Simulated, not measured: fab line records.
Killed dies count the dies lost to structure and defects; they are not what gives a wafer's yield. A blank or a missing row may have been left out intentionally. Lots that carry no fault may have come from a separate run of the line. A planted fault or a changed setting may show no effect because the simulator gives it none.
fab line records | flow nand-harc
[record] lots = 11 | wafers = 33 | last-day = 33
route steps=1302 shown A_CHANNEL_HOLE_D2@587 END@1302
lots untouched by any fault: they come from a run of this same line in which no faults occurred
start-h: hours from the record's opening day to when the first of the lot's shown wafers began | wait-h: hours elapsed since this lot's preceding step | " as in the row above | L1.1+2: one row covering several wafers at once | - no value present, or no start provided | * or withheld: withheld | < > ~ a bound
route shown NAME@n: NAME is a module with steps in the file, n the number in the route of the first one | usual: mean and standard deviation over wafers with no fault | same: alike in all rows | chamber/n: place in a boat | sites: per-site readings | _std_site: standard deviation across them | _edge_site: outer sites' mean less inner sites' | radius-mm: how far each site lies from the wafer's centre | mask NAME#n: copy n | behind: the most recent tool/chamber to have shaped the wafer | hold: cause of the lot's hold/its duration in hours/its outcome | device: names the non-switching transistor (n, p or np) | end of line: the route-end tests of the same wafers | a step without rows: its recipe alone | killed: count of dies lost to structure and defects at first sort (not the wafer's yield) | map: per-die view of a wafer (x killed, . not killed, _ where there is no die)
set.NAME: the run value of the setting; set.NAME@STEP: its run value at that earlier step | model.NAME: the simulator's own value behind a step, which no gauge read
the route's steps for a sample of lots (tables are steps, rows are wafers)
services: the hour from which a tool's chamber was out of use, counted from the record's first day as start-h (under 0 if before that day), plus the number of hours and why
[[steps]]
[step NHARC_A_CHANNEL_HOLE_D2_ETCH_39]
[recipe] target-depth-a = 2600 | over-etch-frac = 0.3 | time-s = 325 | ion-energy-ev = 200 | n2-flow-sccm = 150 | h2-flow-sccm = 150 | ar-flow-sccm = 0 | rf-w = 400 | bias-w = 150 | chemistry = N2/H2
[usual] drypump-motor-current-A = 5.8/0.33 | oes-product-au = 1.000/0.0065 | rf-fwd-power-W = 399.1/1.2 | rf-vpp-V = 429.1/2.5 | showerhead-plenum-p-Torr = 1.99/0.085 | throttle-valve-pct = 14.172/0.0092
lot.wafer | tool        | chamber | start-h | wait-h | drypump-motor-current-A | oes-product-au | rf-fwd-power-W | rf-hours-counter-h | rf-vpp-V | showerhead-plenum-p-Torr | throttle-valve-pct
L669.3    | rie-diel-02 | 1       | 298.70  | -      | 5.6                     | 0.998          | 399.1          | 5.1                | 434.2    | 2.11                     | 14.159
L669.1    | "           | 2       | "       | "      | 5.9                     | 0.997          | 398.5          | 4.7                | 425.5    | 1.90                     | 14.176
L669.2    | "           | 0       | "       | "      | 5.5                     | 1.014          | 395.4          | 5.6                | 434.7    | 2.14                     | 14.182
L670.1    | rie-diel-04 | 3       | 309.15  | -      | 6.0                     | 0.998          | 400.9          | 7.5                | 428.2    | 1.97                     | 14.175
L670.4    | "           | 1       | "       | "      | 6.3                     | 0.998          | 398.2          | 7.4                | 427.7    | 1.90                     | 14.166
L670.5    | "           | 3       | "       | "      | 6.1                     | 1.002          | 399.1          | -                  | 426.0    | 1.97                     | 14.174
L672.1    | rie-diel-04 | 3       | 327.89  | -      | 6.1                     | 0.995          | 398.7          | 8.5                | 428.6    | 1.97                     | 14.180
L672.3    | "           | 0       | "       | "      | 5.6                     | 1.002          | 400.6          | 9.8                | 427.9    | 1.98                     | 14.164
L672.5    | "           | 2       | "       | "      | 6.0                     | 1.008          | 400.4          | -                  | 428.5    | 1.95                     | 14.164
L679.1    | rie-diel-04 | 3       | 400.54  | -      | 6.1                     | 1.009          | 398.0          | 0.7                | 428.1    | 1.97                     | 14.176
L679.6    | "           | 2       | "       | "      | 5.9                     | 0.998          | 400.3          | -                  | 427.4    | 1.95                     | 14.182
L679.5    | "           | 3       | "       | "      | 6.1                     | 1.000          | 399.7          | -                  | 429.2    | 1.97                     | 14.169
L680.4    | rie-diel-04 | 3       | 408.64  | -      | 6.1                     | 1.000          | 398.4          | 1.6                | 428.9    | 1.97                     | 14.192
L680.1    | "           | 0       | "       | "      | 5.6                     | 0.998          | 400.0          | 2.6                | 430.0    | 1.98                     | 14.162
L680.5    | "           | 1       | "       | "      | 6.3                     | 0.999          | 398.4          | -                  | 426.2    | 1.90                     | 14.188
L681.4    | rie-diel-04 | 3       | 425.37  | -      | 6.0                     | 1.008          | 400.0          | 2.6                | 428.3    | 1.97                     | 14.163
L681.1    | "           | 2       | "       | "      | 6.0                     | 0.997          | 400.6          | 3.9                | 428.6    | 1.95                     | 14.172
L681.6    | "           | 0       | "       | "      | 5.5                     | 1.005          | 399.5          | -                  | 429.1    | 1.98                     | 14.153
L683.1    | rie-diel-02 | 2       | 428.41  | -      | 5.9                     | 0.998          | 399.4          | 2.2                | 426.2    | 1.90                     | 14.184
L683.4    | "           | 1       | "       | "      | 5.6                     | 1.001          | 400.2          | 2.3                | 432.5    | 2.11                     | 14.156
L683.6    | "           | 3       | "       | "      | 5.1                     | 0.999          | 398.4          | -                  | 432.9    | 2.14                     | 14.174
L685.4    | rie-diel-02 | 3       | 462.51  | -      | 5.2                     | 0.987          | 400.7          | 3.6                | 433.7    | 2.14                     | 14.177
L685.1    | "           | 1       | "       | "      | 5.6                     | 0.998          | 400.2          | 4.5                | 433.8    | 2.11                     | 14.164
L685.6    | "           | 2       | "       | "      | 5.9                     | 0.994          | 398.1          | -                  | 426.3    | 1.90                     | 14.175
L689.2    | rie-diel-10 | 1       | 511.77  | -      | 5.9                     | 1.003          | 399.9          | 4.4                | 428.6    | 1.96                     | 14.161
L689.4    | "           | 2       | "       | "      | 5.3                     | 1.000          | 397.5          | 4.2                | 430.3    | 2.03                     | 14.170
L689.1    | "           | 3       | "       | "      | 5.6                     | 0.997          | 399.0          | 4.3                | 427.8    | 1.92                     | 14.171
L691.2    | rie-diel-02 | 3       | 511.92  | -      | 5.2                     | 0.999          | 397.5          | 6.9                | 433.4    | 2.14                     | 14.172
L691.5    | "           | 2       | "       | "      | 5.9                     | 0.999          | 398.4          | -                  | 426.7    | 1.90                     | 14.180
L691.6    | "           | 3       | "       | "      | 5.1                     | 0.992          | 396.7          | -                  | 434.5    | 2.14                     | 14.192
L690.2    | rie-diel-04 | 3       | 524.77  | -      | 6.1                     | 1.001          | 400.4          | 7.9                | 428.7    | 1.97                     | 14.174
L690.4    | "           | 0       | "       | "      | 5.5                     | 1.012          | 399.5          | 9.2                | 430.5    | 1.98                     | 14.166
L690.6    | "           | 2       | "       | "      | 6.0                     | 1.011          | 399.0          | -                  | 429.3    | 1.95                     | 14.183
[step NHARC_A_CHANNEL_HOLE_D2_ETCH_22]
[recipe] bias-v = 3000 | source-w = withheld | pressure-mtorr = 20 | time-s = 666.7 | ar-flow-sccm = 375 | c4f8-flow-sccm = 89.3 | o2-flow-sccm = 35.7 | temp-c = -20 | target-depth-a = 16000 | chemistry = C4F8/O2/Ar
[usual] drypump-motor-current-A = 5.74/0.13 | showerhead-plenum-p-Torr = 3.68/0.032 | throttle-valve-pct = 32.155/0.0083
lot.wafer | tool        | chamber | start-h | wait-h | drypump-motor-current-A | rf-hours-counter-h | showerhead-plenum-p-Torr | throttle-valve-pct
L669.1    | har-etch-02 | 0       | 303.77  | 0.7    | 5.63                    | 367                | 3.73                     | 32.143
L669.2    | "           | 0       | "       | "      | 5.62                    | -                  | 3.73                     | 32.165
L669.3    | "           | 0       | "       | "      | 5.63                    | -                  | 3.73                     | 32.153
L670.1    | har-etch-02 | 0       | 312.26  | 0.7    | 5.63                    | 375                | 3.72                     | 32.177
L670.4    | "           | 0       | "       | "      | 5.63                    | -                  | 3.72                     | 32.163
L670.5    | "           | 0       | "       | "      | 5.61                    | -                  | 3.72                     | 32.148
L672.1    | har-etch-02 | 1       | 331.11  | 0.7    | 5.48                    | 367                | 3.73                     | 32.162
L672.3    | "           | 1       | "       | "      | 5.53                    | -                  | 3.73                     | 32.151
L672.5    | "           | 1       | "       | "      | 5.52                    | -                  | 3.73                     | 32.158
L679.1    | har-etch-01 | 1       | 402.38  | 0.4    | 5.89                    | 219                | 3.66                     | 32.156
L679.6    | "           | 1       | "       | "      | 5.87                    | -                  | 3.66                     | 32.168
L679.5    | "           | 0       | "       | "      | 5.81                    | -                  | 3.66                     | 32.139
L680.1    | har-etch-01 | 0       | 410.55  | 0.4    | 5.83                    | 223                | 3.66                     | 32.144
L680.4    | "           | 0       | "       | "      | 5.82                    | -                  | 3.66                     | 32.154
L680.5    | "           | 0       | "       | "      | 5.82                    | -                  | 3.66                     | 32.150
L681.1    | har-etch-01 | 1       | 427.50  | 0.4    | 5.83                    | 234                | 3.65                     | 32.133
L681.4    | "           | 0       | "       | "      | 5.80                    | -                  | 3.65                     | 32.154
L681.6    | "           | 1       | "       | "      | 5.82                    | -                  | 3.65                     | 32.160
L683.1    | har-etch-02 | 0       | 435.39  | 0.4    | 5.64                    | 27                 | 3.69                     | 32.143
L683.4    | "           | 1       | "       | "      | 5.51                    | -                  | 3.69                     | 32.146
L683.6    | "           | 0       | "       | "      | 5.62                    | -                  | 3.69                     | 32.155
L685.1    | har-etch-01 | 1       | 464.46  | 0.4    | 5.82                    | 254                | 3.64                     | 32.147
L685.4    | "           | 0       | "       | "      | 5.83                    | -                  | 3.64                     | 32.164
L685.6    | "           | 1       | "       | "      | 5.82                    | -                  | 3.64                     | 32.160
L689.2    | har-etch-02 | 0       | 514.66  | 0.4    | 5.63                    | 69                 | 3.67                     | 32.155
L689.1    | "           | 1       | "       | "      | 5.53                    | 69                 | 3.67                     | 32.145
L689.4    | "           | 0       | "       | "      | 5.62                    | -                  | 3.67                     | 32.157
L691.2    | har-etch-01 | 1       | 515.22  | 0.4    | 5.85                    | 284                | 3.63                     | 32.153
L691.6    | "           | 0       | "       | "      | 5.81                    | -                  | 3.63                     | 32.163
L691.5    | "           | 1       | "       | "      | 5.87                    | -                  | 3.63                     | 32.156
L690.2    | har-etch-01 | 1       | 526.60  | 0.4    | 5.86                    | 292                | 3.62                     | 32.154
L690.4    | "           | 1       | "       | "      | 5.86                    | -                  | 3.62                     | 32.163
L690.6    | "           | 1       | "       | "      | 5.84                    | -                  | 3.62                     | 32.158
[step NHARC_A_CHANNEL_HOLE_D2_ETCH_24]
[recipe] bias-v = 5000 | source-w = withheld | pressure-mtorr = 20 | time-s = 906.2 | ar-flow-sccm = 375 | c4f8-flow-sccm = 93.8 | o2-flow-sccm = 31.2 | temp-c = -20 | target-depth-a = 15000 | chemistry = C4F8/O2/Ar
[usual] drypump-motor-current-A = 5.74/0.13 | showerhead-plenum-p-Torr = 3.67/0.031 | throttle-valve-pct = 32.236/0.0094
lot.wafer | tool        | chamber | start-h | wait-h | drypump-motor-current-A | rf-hours-counter-h | showerhead-plenum-p-Torr | throttle-valve-pct
L669.1    | har-etch-02 | 0       | 306.29  | 1.2    | 5.62                    | 370                | 3.72                     | 32.246
L669.2    | "           | 0       | "       | "      | 5.62                    | -                  | 3.72                     | 32.233
L669.3    | "           | 0       | "       | "      | 5.62                    | -                  | 3.72                     | 32.251
L670.1    | har-etch-02 | 0       | 314.78  | 1.2    | 5.64                    | 378                | 3.72                     | 32.223
L670.4    | "           | 0       | "       | "      | 5.61                    | -                  | 3.72                     | 32.232
L670.5    | "           | 0       | "       | "      | 5.60                    | -                  | 3.72                     | 32.246
L672.1    | har-etch-02 | 1       | 333.64  | 1.2    | 5.53                    | 370                | 3.72                     | 32.238
L672.3    | "           | 1       | "       | "      | 5.53                    | -                  | 3.72                     | 32.233
L672.5    | "           | 1       | "       | "      | 5.51                    | -                  | 3.72                     | 32.236
L679.1    | har-etch-01 | 1       | 403.64  | 0.6    | 5.86                    | 220                | 3.66                     | 32.236
L679.6    | "           | 1       | "       | "      | 5.88                    | -                  | 3.66                     | 32.247
L679.5    | "           | 0       | "       | "      | 5.83                    | -                  | 3.66                     | 32.241
L680.1    | har-etch-01 | 0       | 411.86  | 0.6    | 5.83                    | 224                | 3.66                     | 32.243
L680.4    | "           | 0       | "       | "      | 5.83                    | -                  | 3.66                     | 32.242
L680.5    | "           | 0       | "       | "      | 5.83                    | -                  | 3.66                     | 32.228
L681.1    | har-etch-01 | 1       | 428.75  | 0.6    | 5.88                    | 236                | 3.65                     | 32.254
L681.4    | "           | 0       | "       | "      | 5.83                    | -                  | 3.65                     | 32.245
L681.6    | "           | 1       | "       | "      | 5.89                    | -                  | 3.65                     | 32.238
L683.1    | har-etch-02 | 0       | 436.66  | 0.6    | 5.63                    | 29                 | 3.68                     | 32.225
L683.4    | "           | 1       | "       | "      | 5.52                    | -                  | 3.69                     | 32.232
L683.6    | "           | 0       | "       | "      | 5.62                    | -                  | 3.68                     | 32.236
L685.1    | har-etch-01 | 1       | 465.76  | 0.6    | 5.85                    | 255                | 3.64                     | 32.243
L685.4    | "           | 0       | "       | "      | 5.83                    | -                  | 3.64                     | 32.239
L685.6    | "           | 1       | "       | "      | 5.85                    | -                  | 3.64                     | 32.221
L689.2    | har-etch-02 | 0       | 515.92  | 0.6    | 5.62                    | 71                 | 3.66                     | 32.221
L689.1    | "           | 1       | "       | "      | 5.52                    | 71                 | 3.67                     | 32.237
L689.4    | "           | 0       | "       | "      | 5.62                    | -                  | 3.66                     | 32.241
L691.2    | har-etch-01 | 1       | 516.52  | 0.6    | 5.86                    | 285                | 3.62                     | 32.235
L691.6    | "           | 0       | "       | "      | 5.84                    | -                  | 3.62                     | 32.249
L691.5    | "           | 1       | "       | "      | 5.85                    | -                  | 3.62                     | 32.245
L690.2    | har-etch-01 | 1       | 527.86  | 0.6    | 5.84                    | 293                | 3.62                     | 32.249
L690.4    | "           | 1       | "       | "      | 5.86                    | -                  | 3.62                     | 32.231
L690.6    | "           | 1       | "       | "      | 5.86                    | -                  | 3.62                     | 32.230
[step NHARC_A_CHANNEL_HOLE_D2_CD_MEAS_31]
[usual] cd-nm = 90.0/0.94
lot.wafer | tool      | chamber | start-h | wait-h | cd-nm
L669.1    | cd-sem-01 | -       | 311.74  | -      | 89.4
L669.2    | "         | -       | "       | "      | 90.3
L669.3    | "         | -       | "       | "      | 90.0
L670.1    | cd-sem-03 | -       | 320.21  | -      | 89.3
L670.4    | "         | -       | "       | "      | 91.2
L670.5    | "         | -       | "       | "      | 89.3
L672.1    | cd-sem-02 | -       | 339.11  | 0.1    | 89.9
L672.3    | "         | -       | "       | "      | 88.7
L672.5    | "         | -       | "       | "      | 90.1
L679.1    | cd-sem-02 | -       | 407.07  | -      | 91.1
L679.5    | "         | -       | "       | "      | 90.4
L679.6    | "         | -       | "       | "      | 90.1
L680.1    | cd-sem-03 | -       | 415.11  | -      | 88.8
L680.4    | "         | -       | "       | "      | 90.1
L680.5    | "         | -       | "       | "      | 89.5
L681.1    | cd-sem-03 | -       | 432.15  | -      | 88.2
L681.4    | "         | -       | "       | "      | 88.2
L681.6    | "         | -       | "       | "      | 88.6
L683.1    | cd-sem-03 | -       | 440.05  | -      | 88.0
L683.4    | "         | -       | "       | "      | 88.4
L683.6    | "         | -       | "       | "      | 89.6
L685.1    | cd-sem-02 | -       | 469.02  | -      | 90.5
L685.4    | "         | -       | "       | "      | 91.7
L685.6    | "         | -       | "       | "      | 91.5
L689.1    | cd-sem-01 | -       | 519.29  | -      | 90.5
L689.2    | "         | -       | "       | "      | 91.1
L689.4    | "         | -       | "       | "      | 90.8
L691.2    | cd-sem-03 | -       | 519.78  | -      | 90.5
L691.5    | "         | -       | "       | "      | 89.3
L691.6    | "         | -       | "       | "      | 89.2
L690.2    | cd-sem-03 | -       | 531.25  | -      | 89.6
L690.4    | "         | -       | "       | "      | 90.3
L690.6    | "         | -       | "       | "      | 89.1
[step NHARC_A_CHANNEL_HOLE_D2_INSPECT_40]
[usual] raw-defect-count = 291/84
lot.wafer | tool              | chamber | start-h | wait-h | raw-defect-count
L669.1    | defect-inspect-02 | -       | 311.92  | -      | 339
L669.2    | "                 | -       | "       | "      | 428
L669.3    | "                 | -       | "       | "      | 346
L670.1    | defect-inspect-02 | -       | 320.40  | -      | 238
L670.4    | "                 | -       | "       | "      | 341
L670.5    | "                 | -       | "       | "      | 249
L672.1    | defect-inspect-02 | -       | 339.30  | -      | 305
L672.3    | "                 | -       | "       | "      | 322
L672.5    | "                 | -       | "       | "      | 304
L679.1    | defect-inspect-01 | -       | 407.26  | -      | 829
L679.5    | "                 | -       | "       | "      | 786
L679.6    | "                 | -       | "       | "      | 860
L680.1    | defect-inspect-02 | -       | 415.30  | -      | 903
L680.4    | "                 | -       | "       | "      | 932
L680.5    | "                 | -       | "       | "      | 948
L681.1    | defect-inspect-02 | -       | 432.33  | -      | 947
L681.4    | "                 | -       | "       | "      | 934
L681.6    | "                 | -       | "       | "      | 833
L683.1    | defect-inspect-02 | -       | 440.24  | -      | 240
L683.4    | "                 | -       | "       | "      | 216
L683.6    | "                 | -       | "       | "      | 204
L685.1    | defect-inspect-02 | -       | 469.21  | -      | 197
L685.4    | "                 | -       | "       | "      | 253
L685.6    | "                 | -       | "       | "      | 220
L689.1    | defect-inspect-02 | -       | 519.48  | -      | 389
L689.2    | "                 | -       | "       | "      | 299
L689.4    | "                 | -       | "       | "      | 307
L691.2    | defect-inspect-01 | -       | 519.96  | -      | 410
L691.5    | "                 | -       | "       | "      | 427
L691.6    | "                 | -       | "       | "      | 350
L690.2    | defect-inspect-02 | -       | 531.44  | -      | 229
L690.4    | "                 | -       | "       | "      | 260
L690.6    | "                 | -       | "       | "      | 234
[step NHARC_END_SORT_01]
[recipe] temp-c = 25
[usual] killed-at-array = 50/14 | killed-at-other = 0.9/1 | killed-at-periphery = 3.9/2.5 | killed-dies = 55/15 | killed-open = 3.5/1.9 | killed-short = 2.5/1.7
[same] gross-dies = 677
lot.wafer | tool      | chamber | start-h | wait-h | killed-at-array | killed-at-other | killed-at-periphery | killed-dies | killed-open | killed-short
L679.1    | prober-02 | 0       | 663.67  | 2.5    | 127             | 0               | 1                   | 128         | 4           | 2
L679.5    | prober-02 | 0       | 666.87  | 3.7    | 116             | 1               | 3                   | 120         | 2           | 3
L679.6    | prober-02 | 0       | 667.67  | 4.0    | 54              | 2               | 2                   | 58          | 1           | 2
L680.1    | prober-01 | 0       | 679.29  | 2.5    | 123             | 0               | 5                   | 128         | 2           | 2
L680.4    | prober-01 | 0       | 681.72  | 3.4    | 127             | 0               | 11                  | 138         | 5           | 2
L680.5    | prober-01 | 0       | 682.52  | 3.7    | 115             | 0               | 6                   | 121         | 4           | 2
L681.1    | prober-02 | 0       | 702.96  | 2.5    | 83              | 0               | 0                   | 83          | 5           | 4
L681.4    | prober-02 | 0       | 705.38  | 3.4    | 150             | 0               | 2                   | 152         | 3           | 2
L681.6    | prober-02 | 0       | 706.99  | 4.0    | 114             | 0               | 0                   | 114         | 1           | 1
// killed by level:class
L679.1 A_CHANNEL_HOLE_D2:unspecified=86 A_CHANNEL_HOLE_D2:chamber-film-flake=18 A_STAIRCASE:chamber-film-flake=6 A_CHANNEL_HOLE_D1:chamber-film-flake=5 A_CHANNEL_FILL_D1:chamber-film-flake=3 A_SLIT:chamber-film-flake=2 A_BLC:chamber-film-flake=2 P_CONTACT:geometric-particle:open=1
L679.5 A_CHANNEL_HOLE_D2:unspecified=88 A_CHANNEL_HOLE_D2:chamber-film-flake=11 A_CHANNEL_HOLE_D1:chamber-film-flake=4 A_SLIT:chamber-film-flake=3 A_CONTACT:chamber-film-flake=3 A_STAIRCASE:chamber-film-flake=2 P_CONTACT:geometric-particle:short=1 P_M0:geometric-particle:open=1
L679.6 A_CHANNEL_HOLE_D2:unspecified=31 A_CHANNEL_HOLE_D2:chamber-film-flake=9 A_CHANNEL_HOLE_D1:chamber-film-flake=5 A_STAIRCASE:chamber-film-flake=2 A_BLC:chamber-film-flake=2 THIN_TSV:chamber-film-flake=2 A_CHANNEL_FILL_D1:geometric-particle:open=1 A_SGD_CUT:geometric-particle:short=1
L680.1 A_CHANNEL_HOLE_D2:unspecified=77 A_CHANNEL_HOLE_D1:chamber-film-flake=17 A_CHANNEL_HOLE_D2:chamber-film-flake=12 A_SLIT:chamber-film-flake=6 A_CONTACT:chamber-film-flake=4 P_BONDPAD:chamber-film-flake=3 A_STAIRCASE:chamber-film-flake=2 P_ZERO_WELL:geometric-particle:open=1
L680.4 A_CHANNEL_HOLE_D2:unspecified=87 A_CHANNEL_HOLE_D2:chamber-film-flake=17 A_CHANNEL_HOLE_D1:chamber-film-flake=16 P_M0:geometric-particle:open=4 P_BONDPAD:chamber-film-flake=4 A_SGD_CUT:chamber-film-flake=4 P_CONTACT:geometric-particle:open=1 P_CONTACT:geometric-particle:short=1
L680.5 A_CHANNEL_HOLE_D2:unspecified=71 A_CHANNEL_HOLE_D2:chamber-film-flake=22 A_CHANNEL_HOLE_D1:chamber-film-flake=9 A_STAIRCASE:chamber-film-flake=3 P_GATE:chamber-film-flake=2 A_SLIT:chamber-film-flake=2 A_SGD_CUT:chamber-film-flake=2 A_CONTACT:chamber-film-flake=2
L681.1 A_CHANNEL_HOLE_D2:unspecified=32 A_CHANNEL_HOLE_D1:chamber-film-flake=20 A_CHANNEL_HOLE_D2:chamber-film-flake=11 A_BONDPAD:chamber-film-flake=5 A_CONTACT:chamber-film-flake=3 A_STAIRCASE:chamber-film-flake=2 A_ONON_D1:geometric-particle:short=1 A_DECK1_JOINT:geometric-particle:short=1
L681.4 A_CHANNEL_HOLE_D2:unspecified=96 A_CHANNEL_HOLE_D1:chamber-film-flake=30 A_CHANNEL_HOLE_D2:chamber-film-flake=10 A_CONTACT:chamber-film-flake=3 A_STAIRCASE:chamber-film-flake=2 A_BONDPAD:chamber-film-flake=2 A_SOURCE_PLATE:geometric-particle:short=1 A_DECK1_JOINT:geometric-particle:short=1
L681.6 A_CHANNEL_HOLE_D2:unspecified=77 A_CHANNEL_HOLE_D1:chamber-film-flake=15 A_CHANNEL_HOLE_D2:chamber-film-flake=12 A_STAIRCASE:chamber-film-flake=3 A_CONTACT:chamber-film-flake=3 A_SLIT:chamber-film-flake=2 A_CHANNEL_HOLE_D2:geometric-particle:short=1 A_SGD_CUT:geometric-particle:open=1
[[services]]
tool        | chamber | start-h | hours | kind
har-etch-02 | 1       | 293.71  | -     | consumable-replace:focus-ring
har-etch-02 | 1       | 293.71  | 17.0  | scheduled-down
har-etch-02 | 1       | 293.71  | 17.0  | vent-cycle
rie-diel-04 | -       | 310.84  | 0.2   | repair
rie-diel-02 | 1       | 316.32  | 2.1   | repair
rie-diel-10 | -       | 321.63  | 0.4   | repair
har-etch-02 | 0       | 329.40  | -     | consumable-replace:focus-ring
har-etch-02 | 0       | 329.40  | 17.0  | scheduled-down
har-etch-02 | 0       | 329.40  | 17.0  | vent-cycle
rie-diel-04 | -       | 354.90  | 9.0   | pm
rie-diel-10 | 1       | 359.58  | 8.6   | repair
rie-diel-02 | 0       | 375.40  | 4.6   | repair
har-etch-02 | -       | 378.07  | 17.0  | pm
har-etch-02 | 0       | 378.07  | 17.0  | vent-cycle
har-etch-02 | 1       | 378.07  | 17.0  | vent-cycle
rie-diel-10 | 0       | 385.34  | 4.5   | repair
rie-diel-04 | 3       | 387.78  | 11.6  | repair
rie-diel-02 | -       | 393.71  | 9.0   | pm
har-etch-02 | 0       | 395.07  | -     | clean
har-etch-02 | 1       | 395.07  | -     | clean
rie-diel-04 | -       | 406.95  | 0.2   | repair
rie-diel-10 | -       | 419.53  | 9.0   | pm
rie-diel-10 | 2       | 435.02  | 7.6   | repair
rie-diel-02 | -       | 482.22  | 1.5   | repair
[[key]]
[first-sign] step = NHARC_A_CHANNEL_HOLE_D2_INSPECT_40 | reading = raw-defect-count | direction = up | sigmas = 7.1 | usual = 291 | struck = 886
[effect] step = NHARC_END_SORT_01 | reading = killed-at-array | direction = up | sigmas = 4.4 | usual = 50 | struck = 112 | wafers-moved = 8
[more-kills-born-at] NHARC_A_CHANNEL_HOLE_D2_ETCH_39@rie-diel-04 = 645
met-at NHARC_A_CHANNEL_HOLE_D2_ETCH_39
struck-lots L679,L680,L681
tester-left-out L679,L680,L681
not-acting-at NHARC_A_CHANNEL_HOLE_D2_ETCH_22,NHARC_A_CHANNEL_HOLE_D2_ETCH_24,NHARC_A_CHANNEL_HOLE_D2_CD_MEAS_31
onset-between 327.89 400.54
[fault] kind = chamber-particle-source | tool = rie-diel-04 | chamber = - | onset-h = 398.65 | steps = NHARC_A_CHANNEL_HOLE_D2_ETCH_39 | rate-per-visit-cm2 = 1.0018 | end-h = 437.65
// tester-left-out: of these lots the tester's yield and bins aren't shown, on N5 and GAA mostly nor the transistor test; their killed dies are dies lost to structure and defects alone, not to doping, threshold or leakage, so they don't give the yield
